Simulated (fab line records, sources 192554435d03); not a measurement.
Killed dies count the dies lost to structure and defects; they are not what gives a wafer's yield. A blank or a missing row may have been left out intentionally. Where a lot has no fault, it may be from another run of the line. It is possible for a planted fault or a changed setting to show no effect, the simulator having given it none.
A lot that was struck, set against a sound lot -- flow n5-finfet -- 15 out of 1938 route steps
Sound: the wafers L222.1, L222.2, L222.3. The struck wafers were L217.1, L217.3, L217.6. At the end, the cause is stated.
For every step that has rows: the tool of each side, followed by ch and its chambers, followed by its first start. Under that, the readings that differ: sound wafers -- struck wafers -- difference of the means -- sigmas: that difference in standard deviations of wafers without a fault.
alike: readings whose means differ by less than 2 such deviations, and words and numbers that are the same on both sides. not compared: withheld readings, readings that some wafer has no value for, bounds like >300 that may hide the same value, and numbers for which the record gives no deviation and whose values overlap.
A row with sigmas, a row that says differs or no value, or rows on one side alone: a step with any of these is where the two part. Numbers that don't overlap but have no deviation are shown without sigmas and don't part them. Lack of a reading on every wafer of one side parts them only where that side has two or more wafers.

N5_BEOL_M0_TRENCH_ETCH_107: etches SiOC in C4F6/O2, target depth 32.8 nm, time 16.4 s.
  sound on rie-diel-01 ch 0,1,2, day 10 11:45; struck on rie-diel-01 ch 2,3, day 8 20:52
  alike: drypump-motor-current-A, oes-product-au, rf-vpp-V, showerhead-plenum-p-Torr, throttle-valve-pct
  not compared: rf-hours-counter-h
then, 1 step without rows for these wafers: N5_BEOL_M0_STRIP_142 (strips in N2/H2, time 10 s).
N5_BEOL_M0_OCD_MEAS_108:
  sound: ocd-02 at day 10 11:51; struck: ocd-02 at day 8 20:59
  alike: trench-depth-nm
then, 5 steps without rows for these wafers: N5_BEOL_M0_HM_STRIP_129 (strips TiN in peroxide tin strip, target depth 17 nm, time 108 s); N5_BEOL_M0_SRD_130 (time 30 s); N5_BEOL_M0_ETCH_109 (etches SiCN in CH3F/O2, target depth 8 nm, overetch 2.4 nm, time 27.4 s); N5_BEOL_M0_STRIP_139 (strips in post etch residue remover, time 60 s); N5_BEOL_M0_SRD_111 (time 30 s).
N5_BEOL_M0_DEGAS_112: time 60 s.
  sound: pvd-sputter-02 at day 10 12:31; struck: pvd-sputter-01 at day 8 21:59
  alike: heater-power-w
then, 1 step without rows for these wafers: N5_BEOL_M0_PRE_CLEAN_113 (time 30 s).
N5_BEOL_M0_ALD_136: deposits TaN, pulse time 2 s, purge time 3 s, co reactant purge time 2 s.
  sound on ald-metal-03 ch 1,2,3, day 10 12:37; struck on ald-metal-01 ch 0,2,3, day 8 22:05
  alike: chamber-pressure-Torr, heater-power-w
N5_BEOL_M0_SURFACE_TREAT_137:
  sound: pvd-sputter-01 at day 10 12:52; struck: pvd-sputter-01 at day 8 22:23
  not compared: throttle-valve-pct
N5_BEOL_M0_CVD_115: deposits Co from CCTBA/H2, time 120 s.
  sound on cvd-co-01 ch 0,1,2, day 10 12:57; struck on cvd-co-02 ch 0,2, day 8 22:32
reading,sound,struck,difference,sigmas
run-length-s (s),144.2 143.0 143.5,114.1 114.6 114.4,-29.2,-65
  alike: chamber-pressure-Torr
N5_BEOL_M0_SPUTTER_116: material Cu, target thk 4 nm, time 7.37 s.
  sound: pvd-sputter-01 at day 10 13:06; struck: pvd-sputter-02 at day 8 22:38
  alike: chamber-pressure-pa, throttle-valve-pct
-- the record jumps here: 2 days lie between the struck wafers' starts before and after (it left off in module BEOL_M0 and takes up again in module BEOL_M4, whose first step shown is number 1111 of the route) --
N5_BEOL_M4_RC_MEAS_101:
  sound on prober-01 ch 0, day 12 18:42; struck on prober-01 ch 0, day 11 02:02
  alike: DIBL_N, DIBL_P, IOFF_N, IOFF_P, ION_N, ION_P, SS_N, SS_P, VT_N, VT_P

WHERE THEY PART
Only at N5_BEOL_M0_CVD_115, within this record. Later steps at which nothing parts them and some readings are alike: N5_BEOL_M0_SPUTTER_116, N5_BEOL_M4_RC_MEAS_101.

WHY: what had been put in by the simulator
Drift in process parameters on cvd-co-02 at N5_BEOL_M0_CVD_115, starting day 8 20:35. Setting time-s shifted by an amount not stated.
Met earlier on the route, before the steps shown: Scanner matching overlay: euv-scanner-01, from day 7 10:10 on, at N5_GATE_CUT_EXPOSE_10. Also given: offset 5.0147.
